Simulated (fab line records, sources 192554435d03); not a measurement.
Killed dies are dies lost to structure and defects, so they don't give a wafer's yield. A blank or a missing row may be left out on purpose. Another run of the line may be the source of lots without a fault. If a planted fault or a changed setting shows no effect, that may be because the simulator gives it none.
The same fault as seen by 2 desks || flow n5Finfet || each desk has only its own numbers; what lay behind them comes last

== METROLOGY DESK ==
Means of the sampled wafers that have a number, per lot and without regard to the tool the lot ran on: this is what the gauges read. If a lot's mean is further than 4 standard deviations from the usual mean, the lot is out of limits and carries the mark OUT (the distance appears in the brackets). Readings shown: 7 of its 11, picked as those furthest out on some lot.
Columns: A = DIBL_N at N5_BEOL_M4_RC_MEAS_101, usual 36.0 mV/V; B = DIBL_P at N5_BEOL_M4_RC_MEAS_101, usual 36.2 mV/V; C = ION_N at N5_BEOL_M4_RC_MEAS_101, usual 672 uA/um; D = ION_P at N5_BEOL_M4_RC_MEAS_101, usual 461 uA/um; E = SS_N at N5_BEOL_M4_RC_MEAS_101, usual 71.4 mV/dec; F = SS_P at N5_BEOL_M4_RC_MEAS_101, usual 73.2 mV/dec; G = VT_N at N5_BEOL_M4_RC_MEAS_101, usual 250 mV
{"lot": "L321", "first seen here": "day 9 11:28", "A": 32.6, "B": 33.6, "C": 672, "D": 462, "E": 70.6, "F": 72.2, "G": 253}
{"lot": "L323", "first seen here": "day 9 11:37", "A": 35.6, "B": 35.1, "C": 665, "D": 463, "E": 71.0, "F": 72.5, "G": 254}
{"lot": "L326", "first seen here": "day 10 15:13", "A": 34.4, "B": 34.6, "C": 662, "D": 457, "E": 70.8, "F": 72.3, "G": 253}
{"lot": "L327", "first seen here": "day 10 15:42", "A": 35.7, "B": 36.0, "C": 681, "D": 465, "E": 71.0, "F": 73.1, "G": 249}
{"lot": "L325", "first seen here": "day 10 15:57", "A": 35.9, "B": 37.6, "C": 667, "D": 463, "E": 71.7, "F": 73.7, "G": 251}
{"lot": "L328", "first seen here": "day 10 19:32", "A": 38.2, "B": 38.9, "C": 678, "D": 460, "E": 71.9, "F": 73.7, "G": 247}
{"lot": "L329", "first seen here": "day 11 16:48", "A": 39.1, "B": 40.7, "C": 676, "D": 460, "E": 72.3, "F": 74.0, "G": 249}
{"lot": "L334", "first seen here": "day 13 08:40", "A": 35.7, "B": 36.8, "C": 669, "D": 463, "E": 71.6, "F": 73.5, "G": 251}
{"lot": "L340", "first seen here": "day 13 23:53", "A": 37.7, "B": 37.5, "C": 688, "D": 461, "E": 71.7, "F": 73.0, "G": 246}
{"lot": "L339", "first seen here": "day 14 05:40", "A": 34.1, "B": 34.4, "C": 651, "D": 451, "E": 70.3, "F": 72.1, "G": 254}
{"lot": "L342", "first seen here": "day 14 20:36", "A": 36.5, "B": 38.5, "C": 689, "D": 466, "E": 71.9, "F": 73.8, "G": 248}
Result from this desk: across the 11 lots, nothing is out of limits.

== DESK OF THE TOOL OWNER: cvdCo-01 ==
The tool's own readings at N5_BEOL_M4_CVD_47 (deposits Co from CCTBA/H2, target thk 3 nm, time 223.8 s): means of the sampled wafers that have a number, for each lot that ran on this tool. If a lot's mean is further than 4 standard deviations from the usual mean, the lot is out of limits and carries the mark OUT (the distance appears in the brackets).
Columns: A = runLengthS at N5_BEOL_M4_CVD_47, usual 247.0 s
{"lot": "L321", "first seen here": "day 9 12:22", "A": 247.3}
{"lot": "L323", "first seen here": "day 9 12:36", "A": 247.1}
{"lot": "L326", "first seen here": "day 10 15:54", "A": 247.2}
{"lot": "L334", "first seen here": "day 13 11:04", "A": "203.7 (-69) OUT"}
{"lot": "L340", "first seen here": "day 14 00:48", "A": "181.9 (-99 or more) OUT"}
{"lot": "L339", "first seen here": "day 14 06:44", "A": "203.9 (-68) OUT"}
This desk's verdict: out of limits on L334, L339, L340, starting with L334 at day 13 11:04 (runLengthS at N5_BEOL_M4_CVD_47). Within limits: L321, L323, L326.

== ALL TOGETHER ==
The tool owner's desk had the chance to raise an alarm at day 13 11:04 on L334, L339, L340.
Nothing out of limits was seen by the metrology desk.
The metrology desk has L334, L339, L340 on record, within its limits.
Every lot named ran N5_BEOL_M4_CVD_47 on cvdCo-01.

== WHAT WAS PUT IN BY THE SIMULATOR ==
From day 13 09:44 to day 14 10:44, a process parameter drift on cvdCo-01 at N5_BEOL_M4_CVD_47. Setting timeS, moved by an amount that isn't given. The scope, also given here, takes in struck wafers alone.
Shown lots that were struck: L334, L339, L340.
Hours from the fault's start to each desk's first reading out of limits: the tool owner's desk, 1.
